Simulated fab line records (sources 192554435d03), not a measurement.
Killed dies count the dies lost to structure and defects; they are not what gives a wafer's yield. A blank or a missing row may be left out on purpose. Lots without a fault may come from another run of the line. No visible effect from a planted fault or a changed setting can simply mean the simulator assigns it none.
Split-lot study :: flow n5-finfet :: route with 1938 steps; 7 lots, 21 wafers read

== SPLIT DETAILS ==
At N5_SD_EPI_N_PEB_07 (peb time 60 s), the setting peb-time-s was moved away from the recipe's 60 s on 9 of the 21 wafers read, by -15.9% to +18.0%. The other wafers ran this setting at the recipe's value.

== BETWEEN THE SPLIT AND THE READING: the file shows 1 step in between ==
- N5_SD_EPI_N_DEVELOP_08: develop time 30 s

== THE READING ==
cd-nm at N5_SD_EPI_N_CD_MEAS_09, given in nm (cd target 120 nm). Fault-free wafers of this fab line usually give 119.4 nm, standard deviation 1 nm.

wafer: L076.2
tool, chamber at the split: litho-track-05, 0
peb-time-s as run, s: 60
against the recipe: recipe
cd-nm, nm: 118.3
against lot-mates on the recipe: -

wafer: L076.5
tool, chamber at the split: litho-track-05, 0
peb-time-s as run, s: 60
against the recipe: recipe
cd-nm, nm: 119.2
against lot-mates on the recipe: -

wafer: L076.6
tool, chamber at the split: litho-track-05, 0
peb-time-s as run, s: 60
against the recipe: recipe
cd-nm, nm: 118.5
against lot-mates on the recipe: -

wafer: L077.1
tool, chamber at the split: litho-track-01, 0
peb-time-s as run, s: 60
against the recipe: recipe
cd-nm, nm: 120.2
against lot-mates on the recipe: -

wafer: L077.2
tool, chamber at the split: litho-track-01, 0
peb-time-s as run, s: 60
against the recipe: recipe
cd-nm, nm: 119.5
against lot-mates on the recipe: -

wafer: L077.4
tool, chamber at the split: litho-track-01, 0
peb-time-s as run, s: 50.47
against the recipe: -15.9%
cd-nm, nm: 112.8
against lot-mates on the recipe: -7.0

wafer: L082.1
tool, chamber at the split: litho-track-01, 0
peb-time-s as run, s: 60
against the recipe: recipe
cd-nm, nm: 120.1
against lot-mates on the recipe: -

wafer: L082.4
tool, chamber at the split: litho-track-01, 0
peb-time-s as run, s: 70.04
against the recipe: +16.7%
cd-nm, nm: 125.8
against lot-mates on the recipe: +5.7

wafer: L082.5
tool, chamber at the split: litho-track-01, 0
peb-time-s as run, s: 70.04
against the recipe: +16.7%
cd-nm, nm: 124.6
against lot-mates on the recipe: +4.5

wafer: L083.2
tool, chamber at the split: litho-track-01, 0
peb-time-s as run, s: 70.43
against the recipe: +17.4%
cd-nm, nm: 125.7
against lot-mates on the recipe: no lot-mate on the recipe

wafer: L083.3
tool, chamber at the split: litho-track-01, 0
peb-time-s as run, s: 70.43
against the recipe: +17.4%
cd-nm, nm: 124.1
against lot-mates on the recipe: no lot-mate on the recipe

wafer: L083.5
tool, chamber at the split: litho-track-01, 0
peb-time-s as run, s: 70.43
against the recipe: +17.4%
cd-nm, nm: 125.4
against lot-mates on the recipe: no lot-mate on the recipe

wafer: L090.1
tool, chamber at the split: litho-track-01, 0
peb-time-s as run, s: 69.83
against the recipe: +16.4%
cd-nm, nm: 124.1
against lot-mates on the recipe: +6.2

wafer: L090.2
tool, chamber at the split: litho-track-01, 0
peb-time-s as run, s: 60
against the recipe: recipe
cd-nm, nm: 117.9
against lot-mates on the recipe: -

wafer: L090.5
tool, chamber at the split: litho-track-01, 0
peb-time-s as run, s: 69.83
against the recipe: +16.4%
cd-nm, nm: 123.0
against lot-mates on the recipe: +5.1

wafer: L094.3
tool, chamber at the split: litho-track-05, 0
peb-time-s as run, s: 60
against the recipe: recipe
cd-nm, nm: 119.1
against lot-mates on the recipe: -

wafer: L094.4
tool, chamber at the split: litho-track-05, 0
peb-time-s as run, s: 70.83
against the recipe: +18.0%
cd-nm, nm: 124.8
against lot-mates on the recipe: +5.5

wafer: L094.6
tool, chamber at the split: litho-track-05, 0
peb-time-s as run, s: 60
against the recipe: recipe
cd-nm, nm: 119.4
against lot-mates on the recipe: -

wafer: L096.1
tool, chamber at the split: litho-track-01, 0
peb-time-s as run, s: 60
against the recipe: recipe
cd-nm, nm: 120.6
against lot-mates on the recipe: -

wafer: L096.2
tool, chamber at the split: litho-track-01, 0
peb-time-s as run, s: 60
against the recipe: recipe
cd-nm, nm: 118.6
against lot-mates on the recipe: -

wafer: L096.5
tool, chamber at the split: litho-track-01, 0
peb-time-s as run, s: 60
against the recipe: recipe
cd-nm, nm: 119.9
against lot-mates on the recipe: -

FIT RESULTS
A straight line over all 21 wafers: cd-nm changes by +0.334 nm for each +1% of peb-time-s; r = +0.97; the points scatter about the line by 0.88 nm.
The same after taking each lot's own level away (the mean of its wafers on the recipe; 18 wafers): +0.348 nm for each +1%; r = +0.98; scatter 0.67 nm.
The reading moves by 6.3 nm for the largest change in peb-time-s, on that fit.
Measured against the standard deviation above, the lots' own levels, which go from 117.90 to 120.10 nm, span 2.2 times it.
Hence the lot-to-lot level has little effect on the slope; both slopes agree.
Check: for one of the wafers moved furthest among these (+18.0%), held out of the fit, the line's prediction against its lot-mates is +6.19 nm. Against them it came out at +5.55 nm.

== THE WHOLE CHAIN: every reading that the file lists as answering this split, in the file's order ==
step: N5_SD_EPI_N_CD_MEAS_09
what it does: target cd 120 nm
reading: cd-nm
change (the file's fit): +0.346 nm for each +1% of the setting
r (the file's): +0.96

step: N5_SD_EPI_N_DESCUM_14
what it does: chemistry O2, time 7.9 s
reading: SD_EPI_N.cd-nm (the simulator's own value, which no gauge read)
change (the file's fit): +0.34 nm for each +1% of the setting
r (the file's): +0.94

step: N5_SD_EPI_N_ETCH_35
what it does: etches SOC in N2/H2, overetch 108 nm, time 486 s
reading: SD_EPI_N.cd-nm (the simulator's own value, which no gauge read)
change (the file's fit): +0.31 nm for each +1% of the setting
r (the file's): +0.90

== FILE'S OWN FIT ==
cd-nm changes by +0.346 nm for each +1% of peb-time-s, r = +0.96.
